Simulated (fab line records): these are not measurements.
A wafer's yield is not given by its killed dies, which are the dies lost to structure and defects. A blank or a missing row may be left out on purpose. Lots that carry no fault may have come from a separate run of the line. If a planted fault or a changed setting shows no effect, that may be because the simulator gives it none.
Matching of chambers / flow nand-harc / cmp-04 running NHARC_A_STAIRCASE_CMP_152: 4 sister chambers
The step polishes. 18 wafers are shown with their chamber, then 9 later ones without.

WAFERS WITH THEIR CHAMBER
wafer=L075.4; chamber=0; motor-current-A (A)=10.3; slurry-filter-dp-kPa (kPa)=13.50
wafer=L075.5; chamber=3; motor-current-A (A)=9.7; slurry-filter-dp-kPa (kPa)=13.59
wafer=L075.6; chamber=2; motor-current-A (A)=11.9; slurry-filter-dp-kPa (kPa)=13.28
wafer=L080.1; chamber=1; motor-current-A (A)=11.5; slurry-filter-dp-kPa (kPa)=13.53
wafer=L080.2; chamber=2; motor-current-A (A)=11.8; slurry-filter-dp-kPa (kPa)=13.43
wafer=L080.3; chamber=0; motor-current-A (A)=10.9; slurry-filter-dp-kPa (kPa)=13.46
wafer=L082.3; chamber=0; motor-current-A (A)=11.1; slurry-filter-dp-kPa (kPa)=13.41
wafer=L082.4; chamber=2; motor-current-A (A)=12.1; slurry-filter-dp-kPa (kPa)=13.53
wafer=L082.5; chamber=1; motor-current-A (A)=11.7; slurry-filter-dp-kPa (kPa)=13.50
wafer=L084.1; chamber=3; motor-current-A (A)=10.5; slurry-filter-dp-kPa (kPa)=13.51
wafer=L084.2; chamber=0; motor-current-A (A)=11.2; slurry-filter-dp-kPa (kPa)=13.68
wafer=L084.6; chamber=0; motor-current-A (A)=10.2; slurry-filter-dp-kPa (kPa)=13.38
wafer=L085.1; chamber=0; motor-current-A (A)=10.9; slurry-filter-dp-kPa (kPa)=13.59
wafer=L085.2; chamber=3; motor-current-A (A)=9.3; slurry-filter-dp-kPa (kPa)=13.46
wafer=L085.3; chamber=1; motor-current-A (A)=11.9; slurry-filter-dp-kPa (kPa)=13.49
wafer=L087.1; chamber=2; motor-current-A (A)=12.1; slurry-filter-dp-kPa (kPa)=13.57
wafer=L087.4; chamber=1; motor-current-A (A)=12.1; slurry-filter-dp-kPa (kPa)=13.44
wafer=L087.6; chamber=3; motor-current-A (A)=10.3; slurry-filter-dp-kPa (kPa)=13.37

SIGNATURES (means of the wafers above)
reading=motor-current-A; chamber 0=10.767; chamber 1=11.800; chamber 2=11.975; chamber 3=9.950; scatter within a chamber=0.383
reading=slurry-filter-dp-kPa; chamber 0=13.5033; chamber 1=13.4900; chamber 2=13.4525; chamber 3=13.4825; scatter within a chamber=0.102
Rule: for a wafer and a chamber, the distance is found by dividing, reading by reading, the gap between the wafer's reading and the chamber's mean by the reading's scatter, squaring, summing and taking the root. If the next closest chamber is less than 2 further off than the closest, the wafer can't be placed; otherwise it belongs to the closest. The scatter: take each reading less its chamber's mean, square it, sum over the shown wafers, divide by the number of wafers less the number of chambers, and take the root.

WAFERS WITH NO CHAMBER GIVEN
wafer=L086.1; motor-current-A (A)=12.0; slurry-filter-dp-kPa (kPa)=13.41
wafer=L086.2; motor-current-A (A)=12.2; slurry-filter-dp-kPa (kPa)=13.55
wafer=L086.6; motor-current-A (A)=11.7; slurry-filter-dp-kPa (kPa)=13.55
wafer=L094.2; motor-current-A (A)=10.1; slurry-filter-dp-kPa (kPa)=13.50
wafer=L094.3; motor-current-A (A)=12.1; slurry-filter-dp-kPa (kPa)=13.64
wafer=L094.5; motor-current-A (A)=10.2; slurry-filter-dp-kPa (kPa)=13.47
wafer=L095.1; motor-current-A (A)=11.9; slurry-filter-dp-kPa (kPa)=13.65
wafer=L095.3; motor-current-A (A)=10.5; slurry-filter-dp-kPa (kPa)=13.45
wafer=L095.5; motor-current-A (A)=13.0; slurry-filter-dp-kPa (kPa)=13.50

CHAMBER TAKEN BY EACH
wafer=L086.1; from the rows above=can't be placed: 2 or 1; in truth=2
wafer=L086.2; from the rows above=can't be placed: 2 or 1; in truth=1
wafer=L086.6; from the rows above=can't be placed: 1 or 2 or 0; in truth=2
wafer=L094.2; from the rows above=can't be placed: 3 or 0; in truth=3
wafer=L094.3; from the rows above=can't be placed: 1 or 2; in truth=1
wafer=L094.5; from the rows above=can't be placed: 3 or 0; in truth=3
wafer=L095.1; from the rows above=can't be placed: 1 or 2 or 0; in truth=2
wafer=L095.3; from the rows above=can't be placed: 0 or 3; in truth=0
wafer=L095.5; from the rows above=can't be placed: 2 or 1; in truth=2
0 of 9 placed correctly. Unplaceable from these rows: 9, with the true chamber sitting among the candidates in 9. Number placed wrongly: 0.
